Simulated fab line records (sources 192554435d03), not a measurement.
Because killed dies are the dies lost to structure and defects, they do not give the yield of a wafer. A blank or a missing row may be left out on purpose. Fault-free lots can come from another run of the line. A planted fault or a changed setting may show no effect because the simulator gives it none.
Comparing a struck lot with a sound one    flow n5 finfet    37 steps out of a route of 1938
Sound: wafers L877.1, L877.2, L877.5. The struck wafers were L874.1, L874.2, L874.5. The cause is named last.
Each step with rows lists, per side, the tool, then ch with its chambers, then its first start. Under that, the readings that differ: sound wafers    struck wafers    difference of the means    sigmas: that difference in standard deviations of wafers without a fault.
alike: same words and numbers on both sides, and readings whose means sit less than 2 such deviations apart. not compared: any withheld reading, any reading some wafer has no value for, any bound like >300 that may hide the same value, and any number with overlapping values for which the record gives no deviation.
Wherever a step has rows on one side only, a row that says differs or no value, or a row with sigmas, the two part there. Numbers that have no deviation but don't overlap get no sigmas and don't part them. Lack of a reading on every wafer of one side parts them only where that side has two or more wafers.

first, 9 steps without rows for these wafers: N5_BEOL_M4_ANNEAL_95 (time 240 s); N5_BEOL_M4_SPUTTER_96 (material Cu, target thk 4.5 nm, time 8.29 s); N5_BEOL_M4_ECD_50 (material Cu, target thk 300 nm); N5_BEOL_M4_ANNEAL_51 (time 90 s); N5_BEOL_M4_CMP_52 (polishes, stops on SiOC, t overpolish 6.8 s, target thk 40 nm); N5_BEOL_M4_PRE_CLEAN_60 (time 15 s); N5_BEOL_M4_CO_CAP_55 (material Co, precursor CCTBA/H2, target thk 2 nm, time 102.1 s); N5_BEOL_M4_PRE_CLEAN_56 (time 15 s); N5_BEOL_M4_DEP_57 (deposits SiCN from 3MS/NH3, target thk 8 nm, time 14 s).
N5_BEOL_M4_RC_MEAS_101:
  sound on prober-01 ch 0, day 14 05:49; struck on prober-01 ch 0, day 13 13:47
reading        sound           struck          difference  sigmas
SS_P (mV/dec)  74.7 73.8 74.9  71.9 73.6 72.2  -1.9        -2
  alike: DIBL_N, DIBL_P, IOFF_N, IOFF_P, ION_N, ION_P, SS_N, VT_N, VT_P
then, 24 steps without rows for these wafers: N5_BEOL_M5_ILD_DEP_00 (deposits SiCOH lowk from DEMS/porogen, target thk 140.64 nm, time 25.9 s); N5_BEOL_M5_CURE_79 (cures SiCOH lowk, time 240 s); N5_BEOL_M5_PECVD_70 (deposits SiO2 from TEOS/O2, target thk 16 nm, time 18 s); N5_BEOL_M5_HM_DEP_02 (deposits TiN, target thk 20 nm); N5_BEOL_M5_COAT_59 (time 60 s, resist thk 60 nm); N5_BEOL_M5_COAT_60 (time 60 s, resist thk 12 nm); N5_BEOL_M5_COAT_71 (time 60 s, resist thk 5 nm); N5_BEOL_M5_COAT_05 (resist thk 30 nm); N5_BEOL_M5_EBR_07; N5_BEOL_M5_SOFTBAKE_06 (time 60 s); N5_BEOL_M5_EXPOSE_08 (exposes mask M5, target cd 28 nm); N5_BEOL_M5_PEB_09 (peb time 60 s); N5_BEOL_M5_DEVELOP_10 (develop time 30 s); N5_BEOL_M5_DESCUM_16 (chemistry O2, time 7 s); N5_BEOL_M5_ETCH_72 (etches underlayer in N2/H2, target depth 6.5 nm, time 5.2 s); N5_BEOL_M5_ETCH_61 (etches SiARC in CF4, target depth 15.6 nm, time 26 s); N5_BEOL_M5_ETCH_62 (etches SOC in N2/H2, target depth 75 nm, overetch 15 nm, time 112.5 s); N5_BEOL_M5_STRIP_63 (strips in N2/H2); N5_BEOL_M5_STRIP_73 (strips in N2/H2); N5_BEOL_M5_STRIP_64 (strips in CF4); N5_BEOL_M5_HM_OPEN_17 (chemistry Cl2/BCl3, target TiN, target depth 20 nm, overetch 6 nm); N5_BEOL_M5_STRIP_19 (strips in O2); N5_BEOL_M5_COAT_65 (time 60 s, resist thk 60 nm); N5_BEOL_M5_COAT_66 (time 60 s, resist thk 12 nm).
-- the record jumps here: 2 days lie between the struck wafers' starts before and after (it left off in module BEOL_M5 and takes up again in module BEOL_M10, whose first step shown is number 1511 of the route) --
N5_BEOL_M10_STRIP_36: strips in N2/H2.
  sound on rie diel-03 ch 0,1, day 16 12:45; struck on rie diel-01 ch 2,3, day 15 18:39
  no value came back on the struck wafers for any of 8 readings (bias power w (W), chamber pressure mTorr (mTorr) and others); on the sound wafers bias power w (W) reads 7.042 7.017 7.027
reading                                    sound  struck          difference  sigmas
model.SOC_of_BEOL_M10_COAT_63.thk nm (nm)  0 0 0  92.8 92.4 93.2  +92.8       
  not compared: rf hours counter h
N5_BEOL_M10_ETCH_41: etches SiCN in CH3F/O2, target depth 42.6 nm, time 86 s.
  sound on rie diel-03 ch 0,1; struck on rie diel-01 ch 2,3, day 15 18:44
reading                                    sound  struck        difference  sigmas
model.SOC_of_BEOL_M10_COAT_63.thk nm (nm)  0 0 0  66.4 65 66.6  +66.0       
  alike: drypump motor current A, oes product au, rf vpp V, showerhead plenum p Torr, throttle valve pct
  not compared: rf hours counter h
-- record jumps: 2 days separate the struck wafers' starts on either side; left off in module BEOL_M10, taken up again in module PASSIVATION, whose first shown step is the route's number 1936 --
N5_PASSIVATION_PROBE_49:
  sound: prober-02 at day 19 05:46; struck: prober-02 at day 17 20:22
reading                   sound           struck          difference  sigmas
defect limited yield (%)  90.3 90.2 89.4  0 0 0           -90         -69
killed_at_M0_to_M3        53 61 50        21 40 20        -28         -3
killed_at_M4_up           17 7 19         1114 1070 1095  +1079       +99 or more
killed dies               114 116 125     1180 1180 1180  +1062       +71
killed on rim             11 17 11        152 152 152     +139        +32
sort_bin_5_function (%)   5.7 5.3 6.6     97.3 95.8 96.8  +90.8       +99 or more
sort n pass               1066 1064 1055  0 0 0           -1062       -66
sort yield pct (%)        90.3 90.2 89.4  0 0 0           -90         -64
  alike: killed at contacts, killed at front end, killed at other, killed open, killed short, sort_bin_6_memory

## WHERE THEY PART
First at N5_BEOL_M4_RC_MEAS_101; last, within this record, at N5_PASSIVATION_PROBE_49.

WHY: what the simulator had put in
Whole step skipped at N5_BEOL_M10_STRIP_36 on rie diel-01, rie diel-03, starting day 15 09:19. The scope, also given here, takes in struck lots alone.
